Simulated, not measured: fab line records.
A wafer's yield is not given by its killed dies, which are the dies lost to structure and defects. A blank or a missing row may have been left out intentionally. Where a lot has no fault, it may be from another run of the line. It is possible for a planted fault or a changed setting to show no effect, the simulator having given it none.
fab line records	flow n5Finfet	part 2 of 2: steps 5 to 6 of 6
record: lots: 23	wafers: 69	lastDay: 18
route steps=1938 shown ILD0@346 HKMG_FIN@451 GATE_CUT@470 MOL_CONTACT_COAG@538
lots untouched by any fault: they come from a run of this same line in which no faults occurred
startH: start of the lot's first displayed wafer, in hours after the record's first day	waitH: hours from the lot's prior step to this one	" repeats the value in the row above	L1.1+2: several wafers, shown together as one row	- value missing, or start not given	* or withheld: withheld	< > ~ a bound
route shown NAME@n: NAME is a module with steps in the file, n the number in the route of the first one	usual: mean and standard deviation over wafers with no fault	same: alike in all rows	chamber/n: place in a boat	sites: readings site by site	_std_site: how widely they spread, as a standard deviation	_edge_site: mean of outer sites minus mean of inner sites	radiusMm: how far each site lies from the wafer's centre	mask NAME#n: copy n	behind: the most recent tool/chamber to have shaped the wafer	hold: why the lot was held/for how many hours/how that ended	device: whichever transistor did not switch (one of n, p or np)	end of line: the tests these same wafers got at the end of their route	a step without rows: its recipe alone	killed: at the first sort, the dies lost to defects and structure; wafer yield is something else	map: dies across one wafer; x = killed, . = not, _ = none there
set.NAME: the setting as run; set.NAME@STEP: as run at that earlier step	model.NAME: the simulator's own value behind a step, which no gauge read
the route's steps for a sample of lots (tables are steps, rows are wafers)
services: from which hour (startH, from the record's first day; less than 0 if before it) a tool's chamber was out of use, for how many hours, and why
== steps ==
step: N5_GATE_CUT_STRIP_21
recipe: chemistry: N2/H2	timeS: 30	powerW: 1000	tempC: 250	pressureMtorr: withheld	n2FlowSccm: 1750	h2FlowSccm: 3250
usual: drypumpMotorCurrentA: 5.36/0.27	h2FlowSccm: 3249/10	heaterPowerW: 354/15
lot.wafer	tool	chamber	startH	waitH	drypumpMotorCurrentA	h2FlowSccm	heaterPowerW	rfHoursCounterH
L074.1	plasmaAsher-01	1	88.58	0.1	5.70	3235	370	37
L074.3	"	1	"	"	5.69	3233	362	-
L074.4	"	0	"	"	5.47	3264	327	-
L075.2	plasmaAsher-01	0	91.97	0.1	5.47	3257	336	38
L075.5	"	1	"	"	5.66	3251	372	-
L075.6	"	0	"	"	5.46	3253	332	-
L076.1	plasmaAsher-01	1	97.43	0.2	5.64	3236	362	40
L076.2	"	0	"	"	5.46	3249	336	40
L076.4	"	1	"	"	5.68	3256	368	-
L077.1	plasmaAsher-01	1	103.84	0.1	5.66	3257	364	42
L077.4	"	0	"	"	5.47	3239	330	-
L077.5	"	0	"	"	5.45	3233	331	-
L078.3	plasmaAsher-01	0	108.62	0.1	5.47	3235	332	-
L078.4	"	1	"	"	5.67	3250	369	-
L078.5	"	0	"	"	5.47	3246	342	-
L079.1	plasmaAsher-01	0	114.12	0.1	5.47	3257	335	46
L079.3	"	0	"	"	5.47	3258	331	-
L079.4	"	1	"	"	5.63	3257	359	-
L080.2	plasmaAsher-02	1	123.38	0.1	5.15	3258	377	84
L080.5	"	1	"	"	5.14	3243	377	-
L080.6	"	0	"	"	4.97	3236	352	-
L081.1	plasmaAsher-02	0	126.98	0.1	4.97	3247	351	85
L081.3	"	1	"	"	5.15	3248	367	-
L081.4	"	0	"	"	4.97	3252	345	-
L082.2	plasmaAsher-02	0	133.35	0.0	4.96	3255	347	86
L082.4	"	0	"	"	4.96	3240	345	-
L082.5	"	0	"	"	4.97	3263	341	-
L083.1	plasmaAsher-02	0	142.25	0.1	4.99	3262	348	89
L083.4	"	0	"	"	4.98	3261	341	-
L083.5	"	0	"	"	4.98	3250	358	-
L084.1	plasmaAsher-01	0	148.11	0.1	5.48	3257	333	52
L084.5	"	1	"	"	5.68	3255	369	-
L084.6	"	0	"	"	5.46	3241	347	-
L085.2	plasmaAsher-02	0	156.22	0.0	4.96	3234	350	91
L085.3	"	0	"	"	4.97	3242	354	-
L085.4	"	1	"	"	5.16	3243	376	-
L086.1	plasmaAsher-02	0	159.44	0.0	4.98	3246	352	92
L086.3	"	1	"	"	5.14	3243	374	-
L086.5	"	0	"	"	4.98	3268	342	-
L087.1	plasmaAsher-01	1	166.15	0.0	5.66	3239	363	55
L087.5	"	1	"	"	5.64	3251	357	-
L087.6	"	0	"	"	5.47	3285	328	-
L088.1	plasmaAsher-02	0	169.47	0.0	4.96	3251	358	94
L088.2	"	1	"	"	5.15	3243	380	94
L088.5	"	0	"	"	4.96	3261	354	-
L089.1	plasmaAsher-01	1	175.31	0.0	5.65	3248	371	57
L089.4	"	1	"	"	5.62	3261	368	-
L089.5	"	0	"	"	5.46	3254	339	-
L090.2	plasmaAsher-01	1	181.82	0.0	5.69	3251	362	58
L090.3	"	1	"	"	5.66	3232	351	-
L090.5	"	1	"	"	5.67	3258	362	-
L093.3	plasmaAsher-01	0	202.56	0.1	5.47	3252	340	-
L093.5	"	0	"	"	5.45	3248	334	-
L093.6	"	1	"	"	5.66	3235	359	-
L094.2	plasmaAsher-02	0	203.95	0.0	4.97	3270	351	100
L094.3	"	1	"	"	5.14	3252	373	-
L094.5	"	0	"	"	4.97	3245	352	-
L095.1	plasmaAsher-01	0	210.36	0.0	5.47	3244	340	63
L095.4	"	0	"	"	5.47	3237	329	-
L095.6	"	1	"	"	5.68	3251	366	-
L096.2	plasmaAsher-01	1	218.66	0.0	5.67	3253	369	66
L096.4	"	0	"	"	5.44	3252	330	-
L096.5	"	0	"	"	5.48	3252	332	-
L097.3	plasmaAsher-01	1	223.07	0.1	5.65	3251	361	-
L097.5	"	1	"	"	5.70	3244	355	-
L097.6	"	0	"	"	5.47	3263	332	-
L091.3	plasmaAsher-02	0	225.35	0.1	4.98	3236	356	-
L091.4	"	1	"	"	5.16	3245	364	-
L091.5	"	1	"	"	5.16	3239	362	-
step: N5_MOL_CONTACT_COAG_ETCH_110
recipe: chemistry: CF4/O2	target: Si	targetDepthA: 25	timeS: 8	pressureMtorr: 100	sourceW: 200	biasW: 12	ionEnergyEv: 60	Ar_flow_sccm: 100	cf4FlowSccm: 100	O2_flow_sccm: 10
usual: drypumpMotorCurrentA: 5.9/0.46	oesProductAu: 0.78/0.078	rfVppV: 126.8/2.3	showerheadPlenumPTorr: 2.24/0.055	throttleValvePct: 10.80/0.22
lot.wafer	tool	chamber	startH	waitH	drypumpMotorCurrentA	oesProductAu	rfHoursCounterH	rfVppV	showerheadPlenumPTorr	throttleValvePct
L074.1	rieDiel-02	1	92.88	0.0	5.8	0.81	125	123.9	2.23	10.82
L074.3	"	3	"	"	5.2	0.73	163	127.6	2.24	10.73
L074.4	"	2	"	"	6.6	0.77	-	125.9	2.32	11.05
L075.2	rieDiel-02	1	97.47	0.0	5.8	0.80	128	124.9	2.23	10.82
L075.5	"	1	"	"	5.8	0.79	-	124.8	2.23	10.83
L075.6	"	3	"	"	5.2	0.73	-	125.7	2.24	10.75
L076.1	rieDiel-04	3	101.75	0.0	5.6	0.70	227	129.7	2.30	11.26
L076.2	"	2	"	"	6.0	0.81	68	127.8	2.25	10.39
L076.4	"	0	"	"	5.3	0.73	177	123.2	2.21	10.78
L077.1	rieDiel-02	3	107.47	0.0	5.2	0.72	171	126.2	2.24	10.78
L077.4	"	1	"	"	5.8	0.80	-	124.2	2.23	10.86
L077.5	"	2	"	"	6.6	0.76	-	125.5	2.32	11.08
L078.3	rieDiel-02	1	112.16	0.0	5.8	0.79	135	123.7	2.23	10.85
L078.4	"	3	"	"	5.2	0.73	172	127.0	2.24	10.78
L078.5	"	2	"	"	6.7	0.76	-	127.3	2.32	11.10
L079.1	rieDiel-04	0	117.62	0.0	5.3	0.73	182	122.3	2.21	10.78
L079.3	"	3	"	"	5.6	0.70	232	130.8	2.30	11.29
L079.4	"	1	"	"	5.5	0.85	60	126.6	2.25	10.68
L080.2	rieDiel-01	1	126.99	0.0	6.2	0.88	53	130.6	2.27	10.69
L080.5	"	0	"	"	5.9	0.75	-	124.5	2.13	10.63
L080.6	"	1	"	"	6.2	0.88	-	130.2	2.27	10.69
L081.1	rieDiel-02	1	130.36	0.0	5.8	0.78	141	125.3	2.23	10.88
L081.3	"	0	"	"	6.1	0.93	7	127.9	2.28	10.51
L081.4	"	2	"	"	6.6	0.76	157	124.7	2.32	11.10
L082.2	rieDiel-01	2	136.85	0.0	5.6	0.79	91	128.5	2.14	10.66
L082.4	"	0	"	"	5.9	0.74	154	126.0	2.13	10.64
L082.5	"	1	"	"	6.2	0.87	-	129.4	2.26	10.71
L083.1	rieDiel-01	3	145.65	0.0	6.7	0.71	218	130.4	2.29	11.13
L083.4	"	1	"	"	6.2	0.86	60	131.0	2.26	10.74
L083.5	"	3	"	"	6.7	0.71	-	129.6	2.29	11.14
L084.1	rieDiel-01	0	151.52	0.0	5.9	0.73	160	124.8	2.13	10.65
L084.5	"	3	"	"	6.7	0.70	-	129.7	2.29	11.15
L084.6	"	0	"	"	5.9	0.74	-	126.0	2.13	10.64
L085.2	rieDiel-04	2	159.65	0.0	6.0	0.80	89	127.1	2.24	10.45
L085.3	"	3	"	"	5.6	0.70	245	130.3	2.29	11.32
L085.4	"	1	"	"	5.6	0.84	77	127.3	2.24	10.73
L086.1	rieDiel-01	3	163.17	0.0	6.7	0.71	224	130.0	2.29	11.18
L086.3	"	2	"	"	5.6	0.78	101	126.6	2.14	10.71
L086.5	"	3	"	"	6.7	0.72	-	129.8	2.29	11.16
L087.1	rieDiel-04	2	170.26	0.0	6.0	0.80	92	128.5	2.24	10.46
L087.5	"	3	"	"	5.6	0.69	-	129.4	2.29	11.34
L087.6	"	2	"	"	6.0	0.79	-	126.6	2.24	10.45
L088.1	rieDiel-01	2	172.98	0.0	5.6	0.76	104	127.2	2.14	10.72
L088.2	"	0	"	"	5.9	0.73	168	124.3	2.12	10.68
L088.5	"	0	"	"	5.9	0.73	-	125.2	2.12	10.68
L089.1	rieDiel-01	0	179.44	0.0	5.9	0.73	170	124.4	2.12	10.68
L089.4	"	1	"	"	6.2	0.85	73	129.9	2.26	10.76
L089.5	"	3	"	"	6.7	0.70	-	128.4	2.29	11.19
L090.2	rieDiel-04	0	185.93	0.0	5.3	0.70	209	122.8	2.20	10.84
L090.3	"	1	"	"	5.6	0.82	88	127.2	2.24	10.74
L090.5	"	2	"	"	6.0	0.78	-	126.0	2.24	10.48
L093.3	rieDiel-02	1	205.92	0.0	5.8	0.78	159	124.8	2.22	10.93
L093.5	"	2	"	"	6.6	0.75	-	126.1	2.31	11.16
L093.6	"	3	"	"	5.2	0.71	-	126.0	2.23	10.84
L094.2	rieDiel-04	2	207.35	0.0	5.9	0.77	111	127.8	2.23	10.51
L094.3	"	1	"	"	5.5	0.82	99	125.3	2.24	10.80
L094.5	"	1	"	"	5.5	0.81	-	126.1	2.24	10.80
L095.1	rieDiel-04	0	213.98	0.0	5.3	0.70	215	122.4	2.20	10.89
L095.4	"	1	"	"	5.5	0.81	102	126.7	2.24	10.80
L095.6	"	3	"	"	5.6	1.02	-	128.9	2.29	10.63
L096.2	rieDiel-04	1	223.01	0.0	5.5	0.79	106	126.3	2.23	10.82
L096.4	"	0	"	"	5.3	0.70	219	123.7	2.20	10.87
L096.5	"	2	"	"	5.9	0.77	-	127.6	2.23	10.53
L097.3	rieDiel-04	1	226.55	0.0	5.6	0.79	107	127.5	2.23	10.83
L097.5	"	0	"	"	5.3	0.70	-	123.4	2.20	10.88
L097.6	"	3	"	"	5.6	0.98	-	130.6	2.29	10.64
L091.3	rieDiel-02	1	228.71	0.0	5.8	0.77	167	124.2	2.22	10.94
L091.4	"	0	"	"	6.2	0.85	38	127.2	2.27	10.59
L091.5	"	0	"	"	6.2	0.86	-	125.7	2.27	10.60
== services ==
tool	chamber	startH	hours	kind
rieDiel-02	1	60.94	12.0	repair
rieDiel-05	0	62.71	3.0	repair
rieDiel-01	1	68.06	6.8	repair
rieDiel-06	1	79.24	2.5	repair
plasmaAsher-01	-	81.45	1.4	repair
rieMetal-02	-	85.09	0.1	repair
rieDiel-06	3	91.35	10.4	repair
rieDiel-01	1	98.46	4.6	repair
rieDiel-03	1	111.25	11.3	repair
plasmaAsher-01	-	131.10	4.4	repair
rieDiel-05	1	140.23	4.2	repair
rieDiel-05	0	144.19	3.1	repair
rieDiel-04	3	149.90	3.7	repair
rieDiel-03	1	156.24	7.0	repair
rieDiel-03	2	158.64	5.7	repair
rieDiel-02	2	165.11	1.6	repair
rieMetal-02	0	166.26	7.7	repair
rieDiel-02	1	169.68	5.5	repair
rieDiel-06	1	171.06	6.3	repair
rieDiel-02	-	176.27	14.6	pm
plasmaAsher-01	-	177.47	2.0	repair
rieDiel-05	1	185.48	11.0	repair
rieDiel-04	0	192.97	14.7	repair
rieDiel-03	3	202.61	2.6	repair
